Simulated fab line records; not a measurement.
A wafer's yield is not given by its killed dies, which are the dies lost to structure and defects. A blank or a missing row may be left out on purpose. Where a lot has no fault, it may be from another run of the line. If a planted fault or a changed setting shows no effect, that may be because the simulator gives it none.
Which tool was responsible? -- flow nand_harc -- 33 wafers from 11 lots sampled at 5 of the route's 1302 steps

## WHAT THE GAUGES READ, wafer by wafer
NHARC_END_SORT_01.
lot,measured,on,killed_at_array
L667,day 27 20:40,prober-02,50 53 47
L676,day 31 12:59,prober-02,35 34 27
L678,day 32 21:18,prober-01,676 674 674
L681,day 33 03:28,prober-01,674 673 674
L679,day 32 21:48,prober-02,676 675 673

## WHICH TOOL RAN EACH LOT (tool, then ch and the chambers of the sampled wafers, then the start)
lot,NHARC_A_CONTACT_DESCUM_74,NHARC_A_CONTACT_ETCH_75,NHARC_A_CONTACT_ETCH_76,NHARC_A_CONTACT_ETCH_132
L660,"rie_diel-12 ch 0,1,2, day 22 10:17","rie_diel-12 ch 1,3, day 22 10:32","rie_diel-12 ch 0,1,2, day 22 13:57 or earlier","har_cap_etch-03 ch 0,1, day 22 13:57"
L662,"rie_diel-05 ch 1,2, day 23 15:53","rie_diel-05 ch 0,2,3, day 23 15:59","rie_diel-05 ch 0,1,2, day 23 19:25 or earlier","har_cap_etch-02 ch 0,1, day 23 19:25"
L663,"rie_diel-05 ch 1,2, day 24 16:37","rie_diel-05 ch 0,1, day 24 16:41","rie_diel-05 ch 0,1,3, day 24 19:40 or earlier","har_cap_etch-03 ch 0,1, day 24 19:40"
L666,"rie_diel-05 ch 0,1,2, day 24 23:43","rie_diel-05 ch 0,2, day 24 23:48","rie_diel-05 ch 0,1,2, day 25 02:41 or earlier","har_cap_etch-01 ch 0,1, day 25 02:41"
L667,"rie_diel-02 ch 0,1,2, day 25 08:23","rie_diel-02 ch 0,2,3, day 25 08:28","rie_diel-02 ch 0,2,3, day 25 11:22 or earlier","har_cap_etch-03 ch 0,1, day 25 11:22"
L665,"rie_diel-12 ch 0,2,3, day 25 12:34","rie_diel-12 ch 1,2, day 25 12:47","rie_diel-12 ch 0,2,3, day 25 17:02 or earlier","har_cap_etch-02 ch 0,1, day 25 17:02"
L671,"rie_diel-02 ch 0,3, day 27 00:46","rie_diel-02 ch 0,3, day 27 00:53","rie_diel-02 ch 2,3, day 27 03:50 or earlier","har_cap_etch-01 ch 0,1, day 27 03:50"
L676,"rie_diel-05 ch 0,1,3, day 29 02:13","rie_diel-05 ch 0,1,3, day 29 02:18","rie_diel-05 ch 0,2,3, day 29 05:11 or earlier","har_cap_etch-01 ch 0,1, day 29 05:11"
L678,"rie_diel-05 ch 0,2,3, day 29 23:31","rie_diel-05 ch 0,1,3, day 29 23:35","rie_diel-05 ch 0,2, day 30 03:03 or earlier","har_cap_etch-03 ch 0,1, day 30 03:03"
L681,"rie_diel-12 ch 0,1,2, day 30 07:10","rie_diel-12 ch 1,2,3, day 30 07:14","rie_diel-12 ch 0,2,3, day 30 10:09 or earlier","har_cap_etch-02 ch 0,1, day 30 10:09"
L679,"rie_diel-05 ch 1,2,3, day 30 07:31","rie_diel-05 ch 0,1,3, day 30 07:36","rie_diel-05 ch 0,1,3, day 30 10:30 or earlier","har_cap_etch-03 ch 0,1, day 30 10:30"
- NHARC_A_CONTACT_DESCUM_74: chemistry O2, time 3 s.
- NHARC_A_CONTACT_ETCH_75: etches the open film in CF4, target depth 39 nm, time 65 s.
- NHARC_A_CONTACT_ETCH_76: etches the open film in N2/H2, target depth 260 nm, time 475.3 s.
- NHARC_A_CONTACT_ETCH_132: etches the open film in C4F8/O2/Ar, time 197 s, target depth 1924 nm.

## THE ANSWER, worked out from the rows above alone
Rule: usual is defined by the lots themselves. Put in order of their means at a reading, lots are off if they are a third of the lots or fewer, leave a main group of 4 or more, and stand apart from it by a gap of 3 or more times the standard deviation of the main group's means; of several such gaps the widest counts. A main group is skipped when, at the precision printed for the reading in the tables above, its means are all equal. A lot without any number at a reading at which 4 lots or more have one is off too. Where the step has rows for the other lots, those lots are counted as sound.
No lot is off at any reading shown: from this, nothing can be told.

## WHAT HAD BEEN PUT IN BY THE SIMULATOR
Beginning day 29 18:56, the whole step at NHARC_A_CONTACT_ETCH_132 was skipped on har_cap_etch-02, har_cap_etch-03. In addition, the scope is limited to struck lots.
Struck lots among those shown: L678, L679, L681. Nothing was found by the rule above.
